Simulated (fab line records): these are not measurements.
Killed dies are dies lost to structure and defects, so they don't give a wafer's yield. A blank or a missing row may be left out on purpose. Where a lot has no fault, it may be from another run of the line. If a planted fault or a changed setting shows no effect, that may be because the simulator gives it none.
fab line records	flow n5-finfet
record lots=5	wafers=15	last-day=19
route steps=1938 shown MIM_BOT_LITHO@1861 MIM_BOT_ETCH@1866 PASS1_CAP@1873 TV_LITHO@1875 TV_OPEN@1887 PASSIVATION@1936
lots that met no fault: from a run of the same line without faults
start-h: start of the lot's first displayed wafer, in hours after the record's first day	wait-h: how many hours have passed since the lot's step before this one	" unchanged from the row above	L1.1+2: several wafers, shown together as one row	- no value present, or no start provided	* or withheld: withheld	< > ~ a bound
route shown NAME@n: names a module that has steps shown in the file, with the first one's number in the route	usual: mean/standard deviation of fault-free wafers	same: alike in all rows	chamber/n: place in a boat	sites: the reading at each site	_std_site: the standard deviation of these	_edge_site: inner sites' mean taken away from outer sites' mean	radius-mm: how far each site lies from the wafer's centre	mask NAME#n: copy n	behind: the last tool/chamber to shape the wafer	hold: reason for holding the lot/hours on hold/outcome of the hold	device: whichever transistor did not switch (one of n, p or np)	end of line: the tests these same wafers got at the end of their route	for a step that has no rows: nothing shown but its recipe	killed: dies that structure and defects cost at the first sort, which is not the same as the wafer's yield	map: shows each die of a wafer: x if killed, . if not, _ if none is there
set.NAME: the setting as run; set.NAME@STEP: as run at that earlier step	model.NAME: the simulator's own value behind a step, which no gauge read
certain route steps with their lots: each step a table, each wafer a row
services: the hour from which a tool's chamber was out of use, counted from the record's first day as start-h (under 0 if before that day), plus the number of hours and why
## steps
# step N5_MIM_BOT_LITHO_HARDBAKE_09
# recipe temp-c=130	time-s=120
# step N5_MIM_BOT_LITHO_CD_MEAS_08
# recipe target-cd-nm=3000	landing-energy-ev=500	detector=se-inlens	polarity=opening
# usual cd-nm=2999.7/1.3
# same landing-energy-ev=500
lot.wafer	tool	chamber	start-h	wait-h	cd-nm
L875.3	cd-sem-01	0	328.49	-	3000.5
L875.4	"	0	"	"	3001.1
L875.6	"	0	"	"	2999.2
L876.2	cd-sem-02	0	337.92	-	2999.4
L876.4	"	0	"	"	2999.3
L876.6	"	0	"	"	3000.4
L879.2	cd-sem-01	0	344.80	-	2999.3
L879.4	"	0	"	"	2999.4
L879.5	"	0	"	"	2999.1
L880.2	cd-sem-03	0	349.81	-	3000.2
L880.5	"	0	"	"	2998.9
L880.6	"	0	"	"	2999.3
L893.3	cd-sem-02	0	451.78	-	2997.6
L893.5	"	0	"	"	2998.0
L893.6	"	0	"	"	2998.9
# step N5_MIM_BOT_LITHO_OVL_MEAS_11
# recipe points-per-wafer=44
# usual MIM_BOT_OVL=-2/5.6
# same points-per-wafer=44
lot.wafer	tool	chamber	start-h	wait-h	MIM_BOT_OVL[nm]
L875.3	overlay-02	0	328.52	0.0	-1
L875.4	"	0	"	"	8
L875.6	"	0	"	"	-3
L876.2	overlay-01	0	337.95	0.0	-2
L876.4	"	0	"	"	0
L876.6	"	0	"	"	3
L879.2	overlay-02	0	344.83	0.0	-1
L879.4	"	0	"	"	-6
L879.5	"	0	"	"	-6
L880.2	overlay-01	0	349.84	0.0	-14
L880.5	"	0	"	"	-7
L880.6	"	0	"	"	-4
L893.3	overlay-01	0	451.81	0.0	9
L893.5	"	0	"	"	3
L893.6	"	0	"	"	9
# step N5_MIM_BOT_LITHO_INSPECT_12
# recipe mode=adi	inspect-instrument=macro
# usual raw-defect-count=2.2/1.4
lot.wafer	tool	chamber	start-h	wait-h	raw-defect-count
L875.3	defect-inspect-02	-	328.54	0.0	2
L875.4	"	-	"	"	1
L875.6	"	-	"	"	2
L876.2	defect-inspect-02	-	337.97	0.0	2
L876.4	"	-	"	"	5
L876.6	"	-	"	"	3
L879.2	defect-inspect-01	-	344.86	0.0	0
L879.4	"	-	"	"	3
L879.5	"	-	"	"	4
L880.2	defect-inspect-02	-	349.86	0.0	2
L880.5	"	-	"	"	0
L880.6	"	-	"	"	5
L893.3	defect-inspect-01	-	451.84	0.0	2
L893.5	"	-	"	"	2
L893.6	"	-	"	"	1
# step N5_MIM_BOT_LITHO_DESCUM_10
# recipe chemistry=O2	time-s=7.9	source-power-w=50	bias-power-w=20	pressure-mtorr=20	rf-frequency-hz=2.712e+07	temp-c=40	o2-flow-sccm=225
# step N5_MIM_BOT_ETCH_ETCH_04
# recipe chemistry=CF4/O2	target=SiNx	target-depth-a=260	time-s=13	ion-energy-ev=100	pressure-mtorr=40	source-w=535	bias-w=49	Ar_flow_sccm=100	cf4-flow-sccm=100	O2_flow_sccm=10
# step N5_MIM_BOT_ETCH_ETCH_03
# recipe chemistry=Cl2/BCl3	target-depth-a=120	pressure-mtorr=8	icp-w=800	bias-w=100	Cl2_flow_sccm=20	bcl3-flow-sccm=80
# usual drypump-motor-current-A=5.9/0.52	oes-product-au=0.82/0.066	throttle-valve-pct=27.38/0.27
lot.wafer	tool	chamber	start-h	wait-h	drypump-motor-current-A	oes-product-au	rf-hours-counter-h	throttle-valve-pct
L875.3	rie-metal-01	1	328.76	0.1	6.2	0.75	-	27.27
L875.4	"	0	"	"	6.8	0.88	-	27.55
L875.6	"	1	"	"	6.1	0.75	-	27.24
L876.2	rie-metal-01	0	338.16	0.1	6.7	0.87	14	27.55
L876.4	"	0	"	"	6.7	0.87	-	27.55
L876.6	"	1	"	"	6.2	0.76	-	27.25
L879.2	rie-metal-03	1	345.07	0.1	5.1	0.75	-	27.31
L879.4	"	1	"	"	5.1	0.76	-	27.31
L879.5	"	1	"	"	5.1	0.76	-	27.32
L880.2	rie-metal-03	1	350.19	0.1	5.1	0.75	-	27.33
L880.5	"	1	"	"	5.1	0.76	-	27.32
L880.6	"	1	"	"	5.1	0.75	-	27.31
L893.3	rie-metal-03	1	452.05	0.1	5.1	0.73	-	27.33
L893.5	"	1	"	"	5.1	0.74	-	27.33
L893.6	"	0	"	"	5.9	0.87	-	27.03
# step N5_MIM_BOT_ETCH_ETCH_00
# recipe chemistry=Cl2/BCl3	target=TiN	target-depth-a=455	ion-energy-ev=150	pressure-mtorr=10	icp-w=1000	bias-w=126	Cl2_flow_sccm=53.25	bcl3-flow-sccm=21.75	Ar_flow_sccm=25
# usual drypump-motor-current-A=5.9/0.52	oes-product-au=0.82/0.068	throttle-valve-pct=21.74/0.22
lot.wafer	tool	chamber	start-h	wait-h	drypump-motor-current-A	oes-product-au	rf-hours-counter-h	throttle-valve-pct
L875.3	rie-metal-01	1	328.86	0.1	6.1	0.76	-	21.67
L875.4	"	0	"	"	6.7	0.88	-	21.85
L875.6	"	1	"	"	6.2	0.76	-	21.65
L876.2	rie-metal-01	0	338.25	0.1	6.8	0.88	14	21.85
L876.4	"	0	"	"	6.8	0.88	-	21.86
L876.6	"	1	"	"	6.1	0.75	-	21.66
L879.2	rie-metal-03	1	345.26	0.2	5.1	0.76	-	21.72
L879.4	"	1	"	"	5.1	0.76	-	21.70
L879.5	"	1	"	"	5.1	0.75	-	21.73
L880.2	rie-metal-03	1	350.38	0.2	5.1	0.75	-	21.73
L880.5	"	1	"	"	5.1	0.75	-	21.75
L880.6	"	1	"	"	5.1	0.75	-	21.74
L893.3	rie-metal-03	1	452.15	0.1	5.1	0.74	-	21.73
L893.5	"	1	"	"	5.1	0.74	-	21.75
L893.6	"	0	"	"	5.9	0.88	-	21.44
# step N5_MIM_BOT_ETCH_STRIP_01
# recipe chemistry=O2	power-w=600	temp-c=60	pressure-mtorr=30	rf-frequency-hz=6e+07	bias-power-w=0	overash-fraction=0.5	o2-flow-sccm=225
# step N5_MIM_BOT_ETCH_STRIP_02
# recipe chemistry=post-etch-residue-remover	time-s=1200	temp-c=72.5
# step N5_MIM_BOT_ETCH_CLEAN_05
# recipe chemistry=IPA	time-s=180	temp-c=25
# step N5_MIM_BOT_ETCH_SRD_06
# recipe dry=ipa-marangoni	time-s=30	temp-c=23	rinse-liquid=diw
# step N5_PASSIVATION_PECVD_55
# recipe material=SiO2	target-thk-a=4000	temp-c=400	precursor=SiH4/N2O	pressure-torr=2.7	rf-w=608	time-s=22.5
# usual heater-power-outer-w=392/75	heater-power-w=656/100	showerhead-plenum-p-Torr=8.14/0.14	showerhead-vpp-V=1539/59	throttle-valve-pct=50.9/2.4
lot.wafer	tool	chamber	start-h	wait-h	heater-power-outer-w	heater-power-w	showerhead-plenum-p-Torr	showerhead-vpp-V	throttle-valve-pct	model.SiO2_of_PASSIVATION_PECVD_55.thk-nm
L875.3	pecvd-01	0	329.63	0.0	412	689	8.11	1515	54.4	401
L875.4	"	0	"	"	407	701	8.11	1510	54.4	406
L875.6	"	1	"	"	296	573	7.96	1474	50.6	410.6
L876.2	pecvd-02	0	339.33	0.0	311	544	8.44	1604	51.0	393.8
L876.4	"	1	"	"	405	600	8.17	1539	50.8	411.2
L876.6	"	0	"	"	222	426	8.40	1560	50.7	405.6
L879.2	pecvd-03	1	346.02	0.0	389	683	8.03	1654	53.3	399.8
L879.4	"	1	"	"	420	702	8.02	1592	53.1	406.6
L879.5	"	2	"	"	413	682	8.04	1520	46.8	401.2
L880.2	pecvd-01	0	351.14	0.0	388	687	8.11	1530	54.0	393.8
L880.5	"	0	"	"	400	689	8.10	1507	54.3	402.4
L880.6	"	2	"	"	505	857	8.05	1561	52.3	400.4
L893.3	pecvd-02	0	452.79	0.0	301	532	8.41	1618	50.9	381.2
L893.5	"	0	"	"	302	540	8.42	1561	50.9	401.6
L893.6	"	2	"	"	319	546	8.08	1517	48.5	401.6
# step N5_PASSIVATION_PECVD_01
# recipe material=SiNx	target-thk-a=2000	temp-c=400	precursor=SiH4/NH3/N2	pressure-torr=4.9	rf-w=1406	time-s=43.2
# usual heater-power-outer-w=179/75	heater-power-w=371/100	showerhead-plenum-p-Torr=8.65/0.096	showerhead-vpp-V=2341/89	throttle-valve-pct=28.8/1.3
lot.wafer	tool	chamber	start-h	wait-h	heater-power-outer-w	heater-power-w	showerhead-plenum-p-Torr	showerhead-vpp-V	throttle-valve-pct
L875.3	pecvd-01	0	329.66	0.0	149	352	8.60	2316	30.8
L875.4	"	0	"	"	154	368	8.61	2296	30.4
L875.6	"	1	"	"	27	220	8.53	2266	28.7
L876.2	pecvd-02	0	339.37	0.0	75	231	8.85	2427	28.7
L876.4	"	1	"	"	190	313	8.67	2359	28.6
L876.6	"	0	"	"	81	231	8.83	2411	28.9
L879.2	pecvd-03	1	346.06	0.0	282	525	8.58	2445	30.2
L879.4	"	1	"	"	280	549	8.56	2460	29.8
L879.5	"	2	"	"	259	477	8.58	2344	26.5
L880.2	pecvd-01	0	351.18	0.0	119	321	8.60	2304	30.7
L880.5	"	0	"	"	132	330	8.65	2283	30.6
L880.6	"	2	"	"	212	479	8.59	2427	29.9
L893.3	pecvd-02	0	452.83	0.0	95	259	8.84	2430	28.8
L893.5	"	0	"	"	100	265	8.85	2471	28.6
L893.6	"	2	"	"	190	385	8.63	2305	27.4
# step N5_PASSIVATION_HMDS_03
# recipe time-s=60	temp-c=120
# step N5_PASSIVATION_COAT_04
# recipe spin-rpm=*	resist-thk-nm=*
# step N5_PASSIVATION_EBR_06
# recipe solvent=PGMEA	ebr-width-mm=1.5
# step N5_PASSIVATION_SOFTBAKE_05
# recipe temp-c=100	time-s=90
# step N5_PASSIVATION_EXPOSE_07
# recipe mask-id=TV	na=0.55	source-shape=conventional	sigma-outer=0.8	polarization=unpolarized	defocus-nm=0	target-cd-nm=3000	dose-mj=22.75
# step N5_PASSIVATION_PEB_08
# recipe peb-temp-c=withheld	peb-time-s=*
# step N5_PASSIVATION_DEVELOP_09
# recipe develop-time-s=60	rinse-liquid=diw	dry=air-spin	dev-temp-c=21
# step N5_PASSIVATION_HARDBAKE_11
# recipe temp-c=130	time-s=120
# step N5_PASSIVATION_CD_MEAS_10
# recipe target-cd-nm=3000	landing-energy-ev=500	detector=se-inlens
# usual cd-nm=2999.6/1.6
# same landing-energy-ev=500
lot.wafer	tool	chamber	start-h	wait-h	cd-nm
L875.3	cd-sem-03	0	330.09	-	3000.5
L875.4	"	0	"	"	2999.7
L875.6	"	0	"	"	2999.3
L876.2	cd-sem-03	0	339.93	-	3001.9
L876.4	"	0	"	"	3001.1
L876.6	"	0	"	"	2997.7
L879.2	cd-sem-03	0	346.80	-	3001.4
L879.4	"	0	"	"	2999.9
L879.5	"	0	"	"	2999.2
L880.2	cd-sem-03	0	353.22	-	2998.9
L880.5	"	0	"	"	2999.4
L880.6	"	0	"	"	2998.4
L893.3	cd-sem-02	0	454.91	-	2999.6
L893.5	"	0	"	"	3001.6
L893.6	"	0	"	"	3000.9
# step N5_PASSIVATION_OVL_MEAS_60
# recipe points-per-wafer=44
# usual TV_OVL=-2/5.8
# same points-per-wafer=44
lot.wafer	tool	chamber	start-h	wait-h	TV_OVL[nm]
L875.3	overlay-02	0	330.12	0.0	-3
L875.4	"	0	"	"	-1
L875.6	"	0	"	"	-2
L876.2	overlay-02	0	339.96	0.0	-6
L876.4	"	0	"	"	-2
L876.6	"	0	"	"	-7
L879.2	overlay-02	0	346.83	0.0	-4
L879.4	"	0	"	"	-5
L879.5	"	0	"	"	-8
L880.2	overlay-02	0	353.25	0.0	-4
L880.5	"	0	"	"	2
L880.6	"	0	"	"	0
L893.3	overlay-01	0	454.93	0.0	-14
L893.5	"	0	"	"	-7
L893.6	"	0	"	"	-22
# step N5_PASSIVATION_INSPECT_61
# recipe mode=adi	inspect-instrument=macro
# usual raw-defect-count=1.9/1.3
lot.wafer	tool	chamber	start-h	wait-h	raw-defect-count
L875.3	defect-inspect-02	-	330.14	0.0	1
L875.4	"	-	"	"	1
L875.6	"	-	"	"	2
L876.2	defect-inspect-02	-	339.98	0.0	0
L876.4	"	-	"	"	0
L876.6	"	-	"	"	0
L879.2	defect-inspect-02	-	346.85	0.0	1
L879.4	"	-	"	"	3
L879.5	"	-	"	"	5
L880.2	defect-inspect-01	-	353.27	0.0	5
L880.5	"	-	"	"	2
L880.6	"	-	"	"	0
L893.3	defect-inspect-01	-	454.96	0.0	1
L893.5	"	-	"	"	5
L893.6	"	-	"	"	3
# step N5_PASSIVATION_DESCUM_12
# recipe chemistry=O2	time-s=7.9	source-power-w=50	bias-power-w=20	pressure-mtorr=20	rf-frequency-hz=2.712e+07	temp-c=40	o2-flow-sccm=225
# usual drypump-motor-current-A=5.8/0.43	o2-flow-sccm=224.9/0.66	oes-product-au=0.80/0.086	rf-vpp-V=242.8/1.4	showerhead-plenum-p-Torr=2.08/0.062	throttle-valve-pct=20.47/0.23
lot.wafer	tool	chamber	start-h	wait-h	drypump-motor-current-A	o2-flow-sccm	oes-product-au	rf-hours-counter-h	rf-vpp-V	showerhead-plenum-p-Torr	throttle-valve-pct
L875.3	rie-diel-05	3	331.91	1.8	6.3	226.0	0.73	189	242.2	2.07	20.76
L875.4	"	3	"	"	6.4	224.8	0.73	-	242.6	2.07	20.74
L875.6	"	1	"	"	5.4	224.1	0.84	-	241.6	2.12	20.24
L876.2	rie-diel-02	3	340.13	0.2	5.9	226.0	0.69	223	242.5	1.99	20.45
L876.4	"	0	"	"	4.8	224.7	0.90	41	243.2	2.14	20.46
L876.6	"	3	"	"	5.9	226.0	0.69	-	240.8	1.99	20.46
L879.2	rie-diel-05	1	347.12	0.3	5.4	223.8	0.83	90	242.6	2.12	20.26
L879.4	"	2	"	"	6.2	224.5	0.86	-	241.5	2.03	20.44
L879.5	"	1	"	"	5.3	224.8	0.83	-	243.7	2.12	20.27
L880.2	rie-diel-02	3	354.10	0.8	5.9	224.8	0.69	230	240.4	1.99	20.46
L880.5	"	3	"	"	5.9	224.6	0.69	-	239.9	1.99	20.45
L880.6	"	0	"	"	4.8	224.8	0.90	-	244.5	2.14	20.46
L893.3	rie-diel-02	2	455.17	0.2	6.0	224.4	0.77	147	240.8	2.01	20.59
L893.5	"	3	"	"	5.9	225.3	0.94	-	246.2	2.24	20.15
L893.6	"	2	"	"	6.1	224.1	0.77	-	241.5	2.01	20.58
# step N5_PASSIVATION_PASS_ETCH_74
# recipe chemistry=CF4/O2	target=SiNx	target-depth-a=2200	time-s=110	ion-energy-ev=100	pressure-mtorr=40	source-w=535	bias-w=49	Ar_flow_sccm=100	cf4-flow-sccm=100	O2_flow_sccm=10
# step N5_PASSIVATION_VIA_ETCH_13
# recipe chemistry=CHF3/O2	target=SiO2	target-depth-a=6600	CHF3_flow_sccm=50	O2_flow_sccm=5	Ar_flow_sccm=200	time-s=330	mask-material=PR	pressure-mtorr=30	source-w=650	bias-w=170	ion-energy-ev=200	ends=cleared
# usual drypump-motor-current-A=5.8/0.43	etch-rf-on-time-s=236/3.7	oes-product-au=0.72/0.076	rf-vpp-V=524/4.4	showerhead-plenum-p-Torr=2.39/0.069	throttle-valve-pct=18.92/0.25
lot.wafer	tool	chamber	start-h	wait-h	drypump-motor-current-A	etch-rf-on-time-s	oes-product-au	rf-hours-counter-h	rf-vpp-V	showerhead-plenum-p-Torr	throttle-valve-pct	model.coat_of_PASSIVATION_COAT_04.thk-nm
L875.3	rie-diel-05	3	332.07	0.0	6.4	233	0.67	189	528	2.39	19.26	*
L875.4	"	3	"	"	6.4	237	0.67	-	527	2.39	19.25	*
L875.6	"	1	"	"	5.4	240	0.75	-	527	2.44	18.69	*
L876.2	rie-diel-02	3	340.29	0.0	5.9	233	0.63	223	512	2.29	18.88	*
L876.4	"	0	"	"	4.8	238	0.81	41	523	2.44	18.81	*
L876.6	"	3	"	"	6.0	241	0.63	-	512	2.29	18.86	*
L879.2	rie-diel-05	1	347.28	0.0	5.4	232	0.74	90	528	2.44	18.70	*
L879.4	"	2	"	"	6.2	235	0.78	-	525	2.35	18.93	*
L879.5	"	1	"	"	5.3	234	0.75	-	526	2.44	18.69	*
L880.2	rie-diel-02	3	354.26	0.0	5.9	233	0.63	230	514	2.28	18.88	*
L880.5	"	3	"	"	5.9	238	0.62	-	514	2.28	18.88	*
L880.6	"	0	"	"	4.8	235	0.80	-	524	2.44	18.84	*
L893.3	rie-diel-02	2	455.33	0.0	6.0	223	0.69	147	522	2.32	19.04	*
L893.5	"	3	"	"	5.9	229	0.86	-	523	2.56	18.53	*
L893.6	"	2	"	"	6.1	237	0.69	-	522	2.32	19.03	*
# step N5_PASSIVATION_STRIP_14
# recipe chemistry=O2	power-w=600	temp-c=60	pressure-mtorr=30	rf-frequency-hz=6e+07	bias-power-w=0	overash-fraction=0.5	o2-flow-sccm=225
# usual drypump-motor-current-A=5.8/0.43	o2-flow-sccm=225.0/0.65	oes-product-au=0.80/0.086	rf-vpp-V=3.6/0.87	showerhead-plenum-p-Torr=2.08/0.062	throttle-valve-pct=16.70/0.25
lot.wafer	tool	chamber	start-h	wait-h	drypump-motor-current-A	o2-flow-sccm	oes-product-au	rf-hours-counter-h	rf-vpp-V	showerhead-plenum-p-Torr	throttle-valve-pct
L875.3	rie-diel-05	3	332.27	0.1	6.3	223.7	0.73	190	3.8	2.07	17.01
L875.4	"	3	"	"	6.4	225.0	0.73	-	3.4	2.08	16.98
L875.6	"	1	"	"	5.4	225.4	0.85	-	5.5	2.13	16.47
L876.2	rie-diel-02	3	340.49	0.1	5.9	225.0	0.70	224	3.5	1.99	16.73
L876.4	"	0	"	"	4.8	225.1	0.90	41	5.2	2.14	16.67
L876.6	"	3	"	"	5.9	226.0	0.71	-	4.2	1.99	16.75
L879.2	rie-diel-05	1	347.47	0.1	5.3	224.7	0.83	90	4.4	2.12	16.51
L879.4	"	2	"	"	6.2	224.8	0.87	-	3.3	2.04	16.68
L879.5	"	1	"	"	5.3	224.9	0.83	-	3.1	2.12	16.47
L880.2	rie-diel-02	3	354.46	0.1	5.9	226.1	0.69	230	6.0	1.99	16.74
L880.5	"	3	"	"	5.9	225.5	0.68	-	3.8	1.99	16.72
L880.6	"	0	"	"	4.8	224.9	0.89	-	3.9	2.14	16.67
L893.3	rie-diel-02	2	455.52	0.1	6.0	226.5	0.77	148	4.1	2.02	16.83
L893.5	"	3	"	"	5.9	224.9	0.93	-	3.4	2.25	16.33
L893.6	"	2	"	"	6.1	226.4	0.76	-	4.3	2.02	16.83
# step N5_PASSIVATION_PROBE_49
# usual defect-limited-yield=91.2/1.3	killed_at_M0_to_M3=34/9.2	killed_at_M4_up=14/5	killed-at-contacts=13/6.7	killed-at-front-end=39/12	killed-at-other=4/3.3	killed-dies=104/15	killed-open=68/12	killed-short=34/7.5	sort_bin_5_function=5.2/0.87	sort_bin_6_memory=3.3/0.63	sort-n-pass=1076/15	sort-yield-pct=91.2/1.3
# same gross-dies=1180	killed-at-back-side=0	sort_bin_4_leakage[%]=0	sort_bin_8_speed[%]=0
lot.wafer	tool	chamber	start-h	wait-h	defect-limited-yield[%]	killed_at_M0_to_M3	killed_at_M4_up	killed-at-contacts	killed-at-front-end	killed-at-other	killed-dies	killed-open	killed-short	sort_bin_5_function[%]	sort_bin_6_memory[%]	sort-n-pass	sort-yield-pct[%]
L876.2	prober-02	-	348.86	0.1	92.2	40	14	8	22	8	92	58	33	4.4	3.1	1088	92.2
L876.4	prober-02	-	348.96	0.2	88.8	42	26	27	35	2	132	94	37	7.0	3.9	1048	88.8
L876.6	prober-02	-	349.06	0.3	90.5	35	19	7	44	7	112	74	27	5.3	3.2	1068	90.5
# killed by level:class
L876.2 BEOL_M0_SAQP:geometric-particle:open=10 BEOL_M0_SAQP:geometric-particle:short=8 BEOL_M2:geometric-particle:open=8 MOL_CONTACT_COAG:geometric-particle:open=6 BEOL_M5:geometric-particle:open=6 STARTING-WAFER:geometric-particle:short=6 BEOL_M1:geometric-particle:short=5 STI_FIN_REVEAL:geometric-particle:open=4
L876.4 MOL_CONTACT_COAG:geometric-particle:open=18 STI_FIN_REVEAL:geometric-particle:open=13 BEOL_M4:geometric-particle:open=10 MOL_CONTACT_COAG:geometric-particle:short=9 BEOL_M0_SAQP:geometric-particle:open=9 BEOL_M3:geometric-particle:open=8 BEOL_M0_SAQP:geometric-particle:short=7 BEOL_M2:geometric-particle:open=7
L876.6 BEOL_M2:geometric-particle:open=13 STI_FIN_REVEAL:geometric-particle:open=12 HKMG_FIN:area-etch=9 GATE_CUT:geometric-particle:open=7 MOL_CONTACT_COAG:geometric-particle:open=7 BEOL_M4:geometric-particle:open=6 BEOL_M0_SAQP:geometric-particle:open=5 BEOL_M1:geometric-particle:open=5
## services
tool	chamber	start-h	hours	kind
rie-diel-05	3	315.21	3.1	repair
rie-diel-02	2	322.19	4.5	repair
rie-diel-05	-	329.22	0.3	repair
rie-diel-02	-	332.96	1.8	repair
rie-metal-03	0	339.24	12.5	repair
pecvd-02	-	345.51	2.8	pm
rie-diel-02	0	350.85	2.9	repair
pecvd-03	-	362.37	1.5	repair
rie-diel-02	-	368.45	4.3	pm
rie-diel-05	3	381.29	7.0	repair
pecvd-03	2	387.41	5.1	repair
rie-diel-02	-	412.46	0.3	repair
rie-diel-02	3	414.83	-	clean
rie-diel-02	3	414.83	-	consumable-replace:focus-ring
rie-diel-02	3	414.83	-	consumable-replace:showerhead
rie-diel-02	3	414.83	25.2	scheduled-down
rie-diel-02	3	414.83	25.2	vent-cycle
pecvd-02	2	425.19	1.8	repair
pecvd-01	-	429.82	0.9	repair
rie-diel-05	2	431.49	8.2	repair
rie-diel-05	0	434.83	5.0	repair
pecvd-02	0	434.85	15.5	repair
rie-metal-03	-	444.35	2.2	repair
pecvd-02	-	448.57	1.7	repair
## key
first-sign step=N5_PASSIVATION_VIA_ETCH_13	reading=etch-rf-on-time-s	direction=down	sigmas=3.4	usual=*	struck=*
effect none on later readings
model-effect step=N5_PASSIVATION_PECVD_55	value=SiO2_of_PASSIVATION_PECVD_55.thk-nm	without=394	struck=381.2
model-effect step=N5_PASSIVATION_VIA_ETCH_13	value=coat_of_PASSIVATION_COAT_04.thk-nm	without=*	struck=*
met-at N5_PASSIVATION_PECVD_55
struck-wafers L893.3
onset-between 339.33 452.79
fault kind=process-parameter-drift	tool=pecvd-02	chamber=-	onset-h=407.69	steps=N5_PASSIVATION_PECVD_55	channel=time-s	offset=*	shape=step	end-h=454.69	scope=struck-wafers-only	acts-in=*	stated=*
